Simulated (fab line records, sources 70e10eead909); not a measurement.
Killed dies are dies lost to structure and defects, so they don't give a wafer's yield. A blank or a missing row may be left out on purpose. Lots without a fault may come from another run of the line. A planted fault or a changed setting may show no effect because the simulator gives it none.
Chamber matching | flow nand_harc | NHARC_A_CHANNEL_FILL_D2_ETCHBACK_20 on rie_diel-04: 4 sister chambers
The step etches the open film in C4F8/O2/Ar, target depth 27 nm, time 13.5 s. 16 wafers are shown with their chamber, then 8 later ones without.

WAFERS WITH THEIR CHAMBER
wafer  | chamber | rf_vpp_V (V) | oes_product_au (a.u.)
L076.1 | 0       | 980          | 0.985
L076.2 | 2       | 986          | 0.988
L076.5 | 2       | 987          | 0.988
L078.1 | 3       | 986          | 1.002
L078.2 | 1       | 980          | 0.995
L078.4 | 2       | 986          | 0.998
L084.1 | 0       | 979          | 0.924
L084.3 | 3       | 984          | 0.922
L084.5 | 3       | 986          | 0.928
L081.1 | 1       | 981          | 1.020
L081.2 | 3       | 985          | 1.013
L081.4 | 2       | 984          | 1.005
L083.1 | 3       | 985          | 1.011
L083.3 | 0       | 979          | 1.013
L083.4 | 0       | 978          | 1.016
L086.1 | 1       | 978          | 0.927

SIGNATURES (means of the wafers above)
reading        | chamber 0 | chamber 1 | chamber 2 | chamber 3 | scatter within a chamber
rf_vpp_V       | 979.00    | 979.67    | 985.75    | 985.20    | 1.09
oes_product_au | 0.98450   | 0.98067   | 0.99475   | 0.97520   | 0.0396
Rule: a wafer's distance from a chamber is the root of the sum, over the readings, of the square of ((its reading less the chamber's mean) divided by the reading's scatter). The wafer belongs to the nearest chamber; if the next one is less than 2 further off, it can't be placed. The scatter: the root of (the sum of the squares of (reading less its chamber's mean) over the shown wafers, divided by (wafers less chambers)).

WAFERS WITHOUT THEIR CHAMBER
wafer  | rf_vpp_V (V) | oes_product_au (a.u.)
L086.5 | 979          | 0.932
L086.6 | 986          | 0.932
L090.1 | 979          | 0.937
L090.3 | 985          | 0.930
L090.6 | 985          | 0.929
L095.3 | 979          | 0.982
L095.4 | 984          | 0.985
L095.6 | 978          | 0.981

WHICH CHAMBER EACH WENT THROUGH
wafer  | from the rows above     | in truth
L086.5 | can't be placed: 0 or 1 | 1
L086.6 | can't be placed: 3 or 2 | 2
L090.1 | can't be placed: 0 or 1 | 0
L090.3 | can't be placed: 3 or 2 | 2
L090.6 | can't be placed: 3 or 2 | 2
L095.3 | can't be placed: 0 or 1 | 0
L095.4 | can't be placed: 3 or 2 | 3
L095.6 | can't be placed: 0 or 1 | 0
Placed correctly: 0 of 8. Can't be placed from these rows: 8 (the true chamber is among the candidates in 8). Placed wrongly: 0.
